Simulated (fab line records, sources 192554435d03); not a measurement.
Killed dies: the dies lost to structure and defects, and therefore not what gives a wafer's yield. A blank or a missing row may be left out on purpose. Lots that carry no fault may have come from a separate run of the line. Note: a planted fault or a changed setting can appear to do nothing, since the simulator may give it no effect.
Split-lot trial ; flow n5-finfet ; route with 1938 steps; 7 lots, 21 wafers read

ON THE SPLIT
At N5_FIN_SAQP_ETCH_65 (etches SiO2 in CF4, target depth 4 nm, time 4.4 s), the setting time-s was moved away from the recipe's 4.4 s on 6 of the 21 wafers read, by -8.8% to +18.3%. All remaining wafers had this setting at the recipe value.

The split's own step is where the reading is taken.

THE READING
etch.depth-nm (the simulator's own value, which no gauge read), in nm, at N5_FIN_SAQP_ETCH_65 (etches SiO2 in CF4, target depth 4 nm, time 4.4 s). No usual value for it is given in the file. The 15 wafers here that ran the recipe average 3.989 nm, standard deviation 0.13 nm.

wafer;tool, chamber at the split;time-s as run, s;against the recipe;etch.depth-nm, nm;against lot-mates on the recipe
L082.1;rie-si-01, 1;4.4;recipe;3.954;-
L082.4;rie-si-01, 2;4.4;recipe;4.028;-
L082.5;rie-si-01, 3;4.4;recipe;4.158;-
L083.1;rie-si-01, 0;5.205;+18.3%;4.893;+0.800
L083.3;rie-si-01, 3;4.4;recipe;4.152;-
L083.4;rie-si-01, 2;4.4;recipe;4.033;-
L084.1;rie-si-01, 2;5.082;+15.5%;4.674;+0.490
L084.2;rie-si-01, 3;4.4;recipe;4.184;-
L084.6;rie-si-01, 3;5.082;+15.5%;4.836;+0.652
L085.1;rie-si-01, 1;4.137;-6.0%;3.654;-0.438
L085.2;rie-si-01, 2;4.4;recipe;4.031;-
L085.4;rie-si-01, 3;4.4;recipe;4.153;-
L087.1;rie-si-05, 2;4.4;recipe;3.842;-
L087.2;rie-si-05, 0;4.4;recipe;3.838;-
L087.5;rie-si-05, 0;4.4;recipe;3.787;-
L095.1;rie-si-04, 2;4.015;-8.8%;3.918;+0.039
L095.3;rie-si-04, 0;4.4;recipe;3.879;-
L095.6;rie-si-04, 3;4.015;-8.8%;3.637;-0.242
L097.1;rie-si-01, 1;4.4;recipe;3.797;-
L097.2;rie-si-01, 0;4.4;recipe;4.057;-
L097.4;rie-si-01, 2;4.4;recipe;3.949;-

FIT RESULTS
A straight line over all 21 wafers: etch.depth-nm changes by +0.0452 nm for each +1% of time-s; r = +0.91; the points scatter about the line by 0.14 nm.
The same after taking each lot's own level away (the mean of its wafers on the recipe; 21 wafers): +0.0361 nm for each +1%; r = +0.91; scatter 0.12 nm.
The reading moves by 0.66 nm for the largest change in time-s, on that fit.
Across the lots, their own levels run from 3.8223 to 4.1840 nm, a range of 2.7 times the standard deviation given above.
Thus the slope moves with the lot-to-lot level: the two fits are different.
Check: with one of the wafers moved furthest among these (+18.3%) left out of the fit, the line predicts +0.614 nm for it against its lot-mates. Against them it came out at +0.8 nm.

OTHER SPLITS APPLIED TO THESE WAFERS
Before the reading, these wafers also passed through other splits. Each is held against what the fit with the lots' levels taken away leaves over:
other split on the same wafers;wafers away from the commonest value;r with etch.depth-nm (lot level and that fit taken away)
N5_PMOS_HMC_CHANNEL_EPI_PEB_07 peb-time-s;9;-0.11

FILE'S OWN FIT
etch.depth-nm changes by +0.0393 nm for each +1% of time-s, r = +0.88.
